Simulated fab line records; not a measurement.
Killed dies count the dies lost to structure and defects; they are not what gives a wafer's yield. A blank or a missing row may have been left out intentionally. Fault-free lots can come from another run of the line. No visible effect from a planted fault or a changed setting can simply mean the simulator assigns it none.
What tool caused it? :: flow n5 finfet :: Sampling: 9 lots, 27 wafers, 4 of 1938 route steps

== WHAT EACH GAUGE READ, for each wafer ==
N5_BEOL_M4_RC_MEAS_101.
lot: L832
measured: day 7 19:21
on: prober-02
RS_PWELL (ohm/sq): 2995 3026 2994

lot: L835
measured: day 8 20:26
on: prober-01
RS_PWELL (ohm/sq): 2992 2997 3012

lot: L836
measured: day 8 20:35
on: prober-02
RS_PWELL (ohm/sq): 3013 3015 3020

lot: L839
measured: day 10 05:40
on: prober-02
RS_PWELL (ohm/sq): 3001 3009 2986

lot: L842
measured: day 11 11:34
on: prober-01
RS_PWELL (ohm/sq): 3812 3868 3808

lot: L844
measured: day 11 13:14
on: prober-02
RS_PWELL (ohm/sq): 3818 3882 3828

lot: L847
measured: day 11 18:13
on: prober-01
RS_PWELL (ohm/sq): 2993 2995 3007

lot: L851
measured: day 13 00:09
on: prober-02
RS_PWELL (ohm/sq): 3022 3018 3042

lot: L854
measured: day 14 00:07
on: prober-02
RS_PWELL (ohm/sq): 2990 3005 2987

== WHICH TOOL RAN EACH LOT (tool, then ch and the chambers of the sampled wafers, then the start) ==
lot: L832
N5_WELL_APT_DESCUM_30: rie diel-03 ch 2,3, day 1 15:16
N5_WELL_APT_IMPLANT_31: implanter-02 ch 0, day 1 15:22
N5_PMOS_HMC_CHANNEL_EPI_HM_DEP_34: pecvd-01 ch 0,1,2, day 1 16:56

lot: L835
N5_WELL_APT_DESCUM_30: rie diel-03 ch 1,2, day 2 08:55
N5_WELL_APT_IMPLANT_31: implanter-02 ch 0, day 2 09:01
N5_PMOS_HMC_CHANNEL_EPI_HM_DEP_34: pecvd-04 ch 0,1,2, day 2 10:41

lot: L836
N5_WELL_APT_DESCUM_30: rie diel-01 ch 1,3, day 2 14:59
N5_WELL_APT_IMPLANT_31: implanter-02 ch 0, day 2 15:07
N5_PMOS_HMC_CHANNEL_EPI_HM_DEP_34: pecvd-01 ch 0,1, day 2 16:41

lot: L839
N5_WELL_APT_DESCUM_30: rie diel-01 ch 0,1,2, day 3 09:35
N5_WELL_APT_IMPLANT_31: implanter-02 ch 0, day 3 09:41
N5_PMOS_HMC_CHANNEL_EPI_HM_DEP_34: pecvd-04 ch 0,2, day 3 11:28

lot: L842
N5_WELL_APT_DESCUM_30: rie diel-05 ch 1,2, day 4 03:16
N5_WELL_APT_IMPLANT_31: implanter-02 ch 0, day 4 03:23
N5_PMOS_HMC_CHANNEL_EPI_HM_DEP_34: pecvd-04 ch 0,1, day 4 04:57

lot: L844
N5_WELL_APT_DESCUM_30: rie diel-01 ch 0,1,3, day 4 15:10
N5_WELL_APT_IMPLANT_31: implanter-02 ch 0, day 4 15:16
N5_PMOS_HMC_CHANNEL_EPI_HM_DEP_34: pecvd-01 ch 0,1,2, day 4 17:10

lot: L847
N5_WELL_APT_DESCUM_30: rie diel-05 ch 1,2, day 5 08:55
N5_WELL_APT_IMPLANT_31: implanter-01 ch 0, day 5 09:02
N5_PMOS_HMC_CHANNEL_EPI_HM_DEP_34: pecvd-01 ch 0,1,2, day 5 10:38

lot: L851
N5_WELL_APT_DESCUM_30: rie diel-01 ch 0,1,3, day 6 09:43
N5_WELL_APT_IMPLANT_31: implanter-01 ch 0, day 6 09:52
N5_PMOS_HMC_CHANNEL_EPI_HM_DEP_34: pecvd-04 ch 1,2, day 6 11:23

lot: L854
N5_WELL_APT_DESCUM_30: rie diel-01 ch 1,2, day 7 03:26
N5_WELL_APT_IMPLANT_31: implanter-01 ch 0, day 7 03:34
N5_PMOS_HMC_CHANNEL_EPI_HM_DEP_34: pecvd-04 ch 0,1, day 7 05:07
- N5_WELL_APT_DESCUM_30: chemistry O2, time 7.9 s.
- N5_WELL_APT_IMPLANT_31
- N5_PMOS_HMC_CHANNEL_EPI_HM_DEP_34: deposits SiO2 from TEOS/O2, target thk 36 nm, time 6.9 s.

== THE ANSWER, worked out from the rows above alone ==
Rule: the usual values come from the lots themselves. Put in order of their means at a reading, lots are off if they are a third of the lots or fewer, leave a main group of 4 or more, and stand apart from it by a gap of 3 or more times the standard deviation of the main group's means; of several such gaps the widest counts. A main group whose means are all the same, to the digits that the tables above print for the reading, isn't used. Also off: a lot with no number at a reading for which 4 or more lots have one. The other lots that the step has rows for count as sound.
Off: L842, L844, at N5_BEOL_M4_RC_MEAS_101 (RS_PWELL). Main group: mean 3006 ohm/sq, sd 11.
A tool fits if, at a process step before that reading, it ran every lot that is off, and no sound lot after the first of them. Those tools and the gauges at N5_BEOL_M4_RC_MEAS_101 are tried in the same way. One candidate fits, namely implanter-02 at N5_WELL_APT_IMPLANT_31. Its last sound lot is L839 (day 3 09:41), its first lot that is off L842 (day 4 03:23): a fault that began between those two fits.

== WHAT WAS PUT IN BY THE SIMULATOR ==
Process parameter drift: implanter-02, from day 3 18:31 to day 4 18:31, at N5_WELL_APT_IMPLANT_31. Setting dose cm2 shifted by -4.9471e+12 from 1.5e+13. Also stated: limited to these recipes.
Shown lots that were struck: L842, L844. This agrees with what the rule above found.
